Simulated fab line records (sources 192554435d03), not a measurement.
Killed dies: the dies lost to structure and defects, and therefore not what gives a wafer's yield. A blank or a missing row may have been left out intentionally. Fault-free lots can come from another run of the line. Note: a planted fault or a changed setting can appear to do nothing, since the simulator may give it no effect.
fab line records + flow n5Finfet
record:
- lots: 4
- wafers: 12
- lastDay: 17
route steps=1938 shown BEOL_M11@1548
lots that met no fault: taken from a fault-free run of the same line
startH: the number of hours between the record's first day and the start of the first shown wafer of the lot + waitH: how many hours have passed since the lot's step before this one + " same as the row above + L1.1+2: a row that stands for several wafers + - either no value or no given start + * or withheld: withheld + < > ~ a bound
route shown NAME@n: a module of which the file shows steps, and the number in the route of the first + usual: average and standard deviation across the fault-free wafers + same: alike in all rows + chamber/n: place in a boat + sites: readings site by site + _std_site: their standard deviation + _edge_site: mean of outer sites minus mean of inner sites + radiusMm: how far each site lies from the wafer's centre + mask NAME#n: copy n + behind: the tool/chamber that last shaped the wafer + hold: why the lot went on hold/how many hours it stayed there/how the hold came to an end + device: the transistor (n, p or np) that didn't switch + end of line: the tests these same wafers got at the end of their route + a step with no rows: only its recipe + killed: dies that structure and defects cost at the first sort, which is not the same as the wafer's yield + map: shows each die of a wafer: x if killed, . if not, _ if none is there
set.NAME: the setting that was run; set.NAME@STEP: the one run at that earlier step + model.NAME: the simulator's own value behind a step, which no gauge read
lots seen at some steps along the route; tables by step, rows by wafer
services: from which hour (startH, from the record's first day; less than 0 if before it) a tool's chamber was out of use, for how many hours, and why
== steps ==
step: N5_BEOL_M11_DEVELOP_10
recipe:
- developTimeS: 30
- developer: TMAH
- resist: CAR-ArF
- rinseLiquid: diw
- dry: airSpin
- devTempC: 23
step: N5_BEOL_M11_DESCUM_16
recipe:
- chemistry: O2
- timeS: 7.9
- sourcePowerW: 50
- biasPowerW: 20
- pressureMtorr: 20
- rfFrequencyHz: 2.712e+07
- tempC: 40
- resist: CAR-ArF
- o2FlowSccm: 225
step: N5_BEOL_M11_ETCH_61
recipe:
- chemistry: CF4
- target: SiARC
- targetDepthA: 390
- maskMaterial: CAR-ArF
- timeS: 65
- ionEnergyEv: 80
- pressureMtorr: 40
- sourceW: 545
- biasW: 36
- Ar_flow_sccm: 100
- cf4FlowSccm: 100
- ends: cleared
step: N5_BEOL_M11_ETCH_62
recipe:
- chemistry: N2/H2
- target: SOC
- targetDepthA: 1100
- overetchA: 220
- maskMaterial: SiARC
- tempC: 40
- timeS: 165
- ionEnergyEv: 200
- pressureMtorr: 30
- sourceW: 840
- biasW: 150
- n2FlowSccm: 200
- h2FlowSccm: 200
step: N5_BEOL_M11_STRIP_68
recipe:
- chemistry: N2/H2
- tempC: 40
- n2FlowSccm: 200
- h2FlowSccm: 200
- rfFrequencyHz: 6e+07
step: N5_BEOL_M11_STRIP_67
recipe:
- chemistry: CF4
- resist: SiARC
- powerW: 300
- biasPowerW: 75
- pressureMtorr: 50
- cf4FlowSccm: 150
- rfFrequencyHz: 6e+07
step: N5_BEOL_M11_HM_OPEN_17
recipe:
- chemistry: Cl2/BCl3
- targetDepthA: 200
- overetchA: 60
- target: TiN
- maskMaterial: SOC
- ionEnergyEv: 150
- pressureMtorr: 10
- icpW: 1000
- biasW: 126
- Cl2_flow_sccm: 53.25
- bcl3FlowSccm: 21.75
- Ar_flow_sccm: 25
step: N5_BEOL_M11_STRIP_19
recipe:
- chemistry: O2
- powerW: 400
- tempC: 40
- pressureMtorr: 30
- rfFrequencyHz: 6e+07
- biasPowerW: 0
- overashFraction: 0.2
- o2FlowSccm: 225
step: N5_BEOL_M11_COAT_63
recipe:
- resist: SOC
- tempC: 250
- timeS: 60
- spinRpm: 1500
- resistThkNm: 100
usual:
- spinSpeedRpm: 1499.8/1.1
| lot.wafer | tool          | chamber | startH | waitH | spinSpeedRpm | model.SOC_of_BEOL_M11_COAT_63.thkNm |
|-----------|---------------|---------|--------|-------|--------------|-------------------------------------|
| L335.1    | lithoTrack-01 | 0       | 272.27 | 0.0   | 1498.2       | 100                                 |
| L335.3    | "             | 0       | "      | "     | 1499.4       | 100.2                               |
| L335.4    | "             | 0       | "      | "     | 1498.9       | 99.6                                |
| L347.1    | lithoTrack-01 | 0       | 342.91 | 0.8   | 1449.6       | 102.4                               |
| L347.3    | "             | 0       | "      | "     | 1449.2       | 102.6                               |
| L347.5    | "             | 0       | "      | "     | 1448.7       | 102.2                               |
| L348.2    | lithoTrack-01 | 0       | 367.70 | 1.7   | 1448.8       | 102.4                               |
| L348.3    | "             | 0       | "      | "     | 1450.4       | 102.4                               |
| L348.5    | "             | 0       | "      | "     | 1449.9       | 101.8                               |
| L350.1    | lithoTrack-02 | 0       | 368.25 | 1.9   | 1501.8       | 99.8                                |
| L350.2    | "             | 0       | "      | "     | 1498.4       | 100                                 |
| L350.6    | "             | 0       | "      | "     | 1500.2       | 99.8                                |
step: N5_BEOL_M11_COAT_64
recipe:
- resist: SiARC
- tempC: 220
- timeS: 60
- spinRpm: 1500
- resistThkNm: 30
step: N5_BEOL_M11_COAT_22
recipe:
- resist: CAR-ArF
- spinRpm: 1500
- resistThkNm: 90
step: N5_BEOL_M11_EBR_24
recipe:
- solvent: PGMEA
- ebrWidthMm: 1.5
step: N5_BEOL_M11_SOFTBAKE_23
recipe:
- tempC: 110
- timeS: 60
- resist: CAR-ArF
step: N5_BEOL_M11_EXPOSE_25
recipe:
- maskId: V10
- na: 1.35
- sourceShape: annular
- sigmaInner: 0.5
- sigmaOuter: 0.8
- polarization: unpolarized
- doseMj: 85.5
step: N5_BEOL_M11_PEB_26
recipe:
- pebTempC: withheld
- pebTimeS: 60
- resist: CAR-ArF
step: N5_BEOL_M11_DEVELOP_27
recipe:
- developTimeS: 30
- developer: TMAH
- resist: CAR-ArF
- rinseLiquid: diw
- dry: airSpin
- devTempC: 23
step: N5_BEOL_M11_DESCUM_33
recipe:
- chemistry: O2
- timeS: 7.9
- sourcePowerW: 50
- biasPowerW: 20
- pressureMtorr: 20
- rfFrequencyHz: 2.712e+07
- tempC: 40
- resist: CAR-ArF
- o2FlowSccm: 225
step: N5_BEOL_M11_ETCH_65
recipe:
- chemistry: CF4
- target: SiARC
- targetDepthA: 390
- maskMaterial: CAR-ArF
- timeS: 65
- ionEnergyEv: 80
- pressureMtorr: 40
- sourceW: 545
- biasW: 36
- Ar_flow_sccm: 100
- cf4FlowSccm: 100
- ends: cleared
step: N5_BEOL_M11_ETCH_66
recipe:
- chemistry: N2/H2
- target: SOC
- targetDepthA: 1200
- overetchA: 240
- maskMaterial: SiARC
- tempC: 40
- timeS: 180
- ionEnergyEv: 200
- pressureMtorr: 30
- sourceW: 840
- biasW: 150
- n2FlowSccm: 200
- h2FlowSccm: 200
usual:
- drypumpMotorCurrentA: 5.6/0.46
- oesProductAu: 0.65/0.072
- rfFwdPowerW: 837.1/2.6
- rfVppV: 524.3/2.5
- showerheadPlenumPTorr: 2.56/0.081
- throttleValvePct: 17.74/0.23
| lot.wafer | tool       | chamber | startH | waitH | drypumpMotorCurrentA | oesProductAu | rfFwdPowerW | rfHoursCounterH | rfVppV | showerheadPlenumPTorr | throttleValvePct | model.etch.depthNm |
|-----------|------------|---------|--------|-------|----------------------|--------------|-------------|-----------------|--------|-----------------------|------------------|--------------------|
| L335.1    | rieDiel-03 | 1       | 273.13 | 0.0   | 5.4                  | 0.63         | 831.8       | 135             | 523.7  | 2.54                  | 17.65            | 100.1              |
| L335.3    | "          | 3       | "      | "     | 5.4                  | 0.55         | 840.3       | 228             | 522.0  | 2.50                  | 17.84            | 100.3              |
| L335.4    | "          | 0       | "      | "     | 5.6                  | 0.63         | 835.6       | 129             | 525.2  | 2.55                  | 17.80            | 99.59              |
| L347.1    | rieDiel-05 | 3       | 343.46 | 0.0   | 5.5                  | 0.57         | 839.3       | 225             | 518.8  | 2.41                  | 18.05            | 102.4              |
| L347.3    | "          | 1       | "      | "     | 5.0                  | 0.81         | 835.3       | 3               | 525.4  | 2.60                  | 17.41            | 102.5              |
| L347.5    | "          | 2       | "      | "     | 6.4                  | 0.75         | 836.1       | -               | 526.9  | 2.71                  | 17.78            | 102.2              |
| L348.2    | rieDiel-05 | 2       | 368.12 | 0.0   | 6.4                  | 0.73         | 834.4       | 23              | 528.9  | 2.71                  | 17.79            | 102.3              |
| L348.3    | "          | 3       | "      | "     | 5.5                  | 0.57         | 837.6       | 233             | 521.8  | 2.41                  | 18.08            | 102.3              |
| L348.5    | "          | 3       | "      | "     | 5.5                  | 0.57         | 836.5       | -               | 520.5  | 2.41                  | 18.06            | 101.9              |
| L350.1    | rieDiel-03 | 3       | 368.80 | 0.0   | 5.4                  | 0.79         | 839.1       | 1               | 522.1  | 2.50                  | 17.46            | 99.7               |
| L350.2    | "          | 0       | "      | "     | 5.5                  | 0.61         | 834.5       | 158             | 524.1  | 2.54                  | 17.88            | 99.95              |
| L350.6    | "          | 1       | "      | "     | 5.4                  | 0.61         | 839.5       | -               | 522.8  | 2.53                  | 17.68            | 99.72              |
step: N5_BEOL_M11_STRIP_69
recipe:
- chemistry: N2/H2
- tempC: 40
- n2FlowSccm: 200
- h2FlowSccm: 200
- rfFrequencyHz: 6e+07
step: N5_BEOL_M11_VIA_ETCH_34
recipe:
- chemistry: C4F6/O2
- target: SiCOH_lowk
- targetDepthA: 1845
- maskMaterial: SOC
- taperDeg: 4
- timeS: 69.2
- ionEnergyEv: 250
- pressureMtorr: 30
- sourceW: 345
- biasW: 185
- Ar_flow_sccm: 300
- C4F6_flow_sccm: 10
- O2_flow_sccm: 10
usual:
- O2_flow_sccm: 10.002/0.029
- drypumpMotorCurrentA: 5.6/0.45
- oes_f_703_au: 0.80/0.085
- oesProductAu: 0.80/0.093
- rfFwdPowerW: 342.3/1.2
- rfVppV: 664/12
- showerheadPlenumPTorr: 2.86/0.086
- throttleValvePct: 20.85/0.22
| lot.wafer | tool       | chamber | startH | waitH | O2_flow_sccm | drypumpMotorCurrentA | oes_f_703_au | oesProductAu | rfFwdPowerW | rfHoursCounterH | rfVppV | showerheadPlenumPTorr | throttleValvePct | model.SOC_of_BEOL_M11_COAT_63.thkNm |
|-----------|------------|---------|--------|-------|--------------|----------------------|--------------|--------------|-------------|-----------------|--------|-----------------------|------------------|-------------------------------------|
| L335.1    | rieDiel-03 | 1       | 273.26 | 0.0   | 10.025       | 5.4                  | 0.80         | 0.78         | 341.6       | 135             | 661    | 2.86                  | 20.85            | 92.2                                |
| L335.3    | "          | 3       | "      | "     | 9.984        | 5.4                  | 0.69         | 0.68         | 343.8       | 228             | 663    | 2.82                  | 21.00            | 92.4                                |
| L335.4    | "          | 0       | "      | "     | 9.953        | 5.6                  | 0.78         | 0.78         | 343.1       | 129             | 654    | 2.84                  | 20.74            | 91.4                                |
| L347.1    | rieDiel-05 | 3       | 343.58 | 0.0   | 9.967        | 5.5                  | 0.72         | 0.70         | 340.8       | 225             | 649    | 2.71                  | 21.18            | 94.4                                |
| L347.3    | "          | 1       | "      | "     | 10.047       | 5.0                  | 0.99         | 1.01         | 344.7       | 3               | 657    | 2.91                  | 20.46            | 94.4                                |
| L347.5    | "          | 2       | "      | "     | 9.980        | 6.4                  | 0.90         | 0.92         | 341.8       | -               | 689    | 3.02                  | 20.86            | 94                                  |
| L348.2    | rieDiel-05 | 2       | 368.25 | 0.0   | 9.992        | 6.4                  | 0.89         | 0.91         | 341.4       | 23              | 688    | 3.01                  | 20.85            | 94                                  |
| L348.3    | "          | 3       | "      | "     | 9.991        | 5.5                  | 0.71         | 0.69         | 343.4       | 233             | 647    | 2.71                  | 21.15            | 94.4                                |
| L348.5    | "          | 3       | "      | "     | 9.982        | 5.5                  | 0.71         | 0.70         | 342.3       | -               | 650    | 2.71                  | 21.19            | 93.8                                |
| L350.1    | rieDiel-03 | 3       | 368.92 | 0.0   | 9.987        | 5.4                  | 0.98         | 0.98         | 343.0       | 1               | 662    | 2.81                  | 20.68            | 91.6                                |
| L350.2    | "          | 0       | "      | "     | 10.049       | 5.5                  | 0.76         | 0.75         | 344.2       | 158             | 652    | 2.83                  | 20.80            | 91.8                                |
| L350.6    | "          | 1       | "      | "     | 10.042       | 5.4                  | 0.76         | 0.75         | 340.6       | -               | 660    | 2.85                  | 20.90            | 91.8                                |
step: N5_BEOL_M11_STRIP_73
recipe:
- chemistry: C4F6/O2
- resist: SiARC
- rfFrequencyHz: 6e+07
== services ==
| tool          | chamber | startH | hours | kind                         |
|---------------|---------|--------|-------|------------------------------|
| rieDiel-05    | -       | 253.86 | 0.2   | repair                       |
| rieDiel-05    | 2       | 270.57 | -     | clean                        |
| rieDiel-05    | 2       | 270.57 | -     | consumableReplace:focusRing  |
| rieDiel-05    | 2       | 270.57 | -     | consumableReplace:showerhead |
| rieDiel-05    | 2       | 270.57 | 31.4  | scheduledDown                |
| rieDiel-05    | 2       | 270.57 | 31.4  | ventCycle                    |
| lithoTrack-01 | -       | 281.54 | -     | consumableReplace:filter     |
| rieDiel-03    | 0       | 312.23 | 12.7  | repair                       |
| rieDiel-05    | 1       | 313.46 | -     | clean                        |
| rieDiel-05    | 1       | 313.46 | -     | consumableReplace:focusRing  |
| rieDiel-05    | 1       | 313.46 | 15.3  | scheduledDown                |
| rieDiel-05    | 1       | 313.46 | 15.3  | ventCycle                    |
| rieDiel-03    | 3       | 348.85 | -     | clean                        |
| rieDiel-03    | 3       | 348.85 | -     | consumableReplace:focusRing  |
| rieDiel-03    | 3       | 348.85 | 13.8  | scheduledDown                |
| rieDiel-03    | 3       | 348.85 | 13.8  | ventCycle                    |
| lithoTrack-01 | -       | 352.44 | -     | consumableReplace:filter     |
| rieDiel-05    | 1       | 367.43 | 4.6   | repair                       |
== key ==
firstSign:
- step: N5_BEOL_M11_COAT_63
- reading: spinSpeedRpm
- direction: down
- sigmas: 48
- usual: *
- struck: *
effect none on later readings
modelEffect:
- step: N5_BEOL_M11_COAT_63
- value: SOC_of_BEOL_M11_COAT_63.thkNm
- without: 100.5
- struck: 102.3
modelEffect:
- step: N5_BEOL_M11_ETCH_66
- value: etch.depthNm
- without: 100.5
- struck: 102.3
modelEffect:
- step: N5_BEOL_M11_VIA_ETCH_34
- value: SOC_of_BEOL_M11_COAT_63.thkNm
- without: 92.37
- struck: 94.17
metAt N5_BEOL_M11_COAT_63
struckWafers L347.1,L347.3,L347.5,L348.2,L348.3,L348.5
onsetBetween 272.27 342.91
fault:
- kind: processParameterDrift
- tool: lithoTrack-01
- chamber: -
- onsetH: 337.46
- steps: N5_BEOL_M11_COAT_63
- channel: spinRpm
- offset: *
- shape: step
- endH: 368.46
- actsIn: *
- stated: *
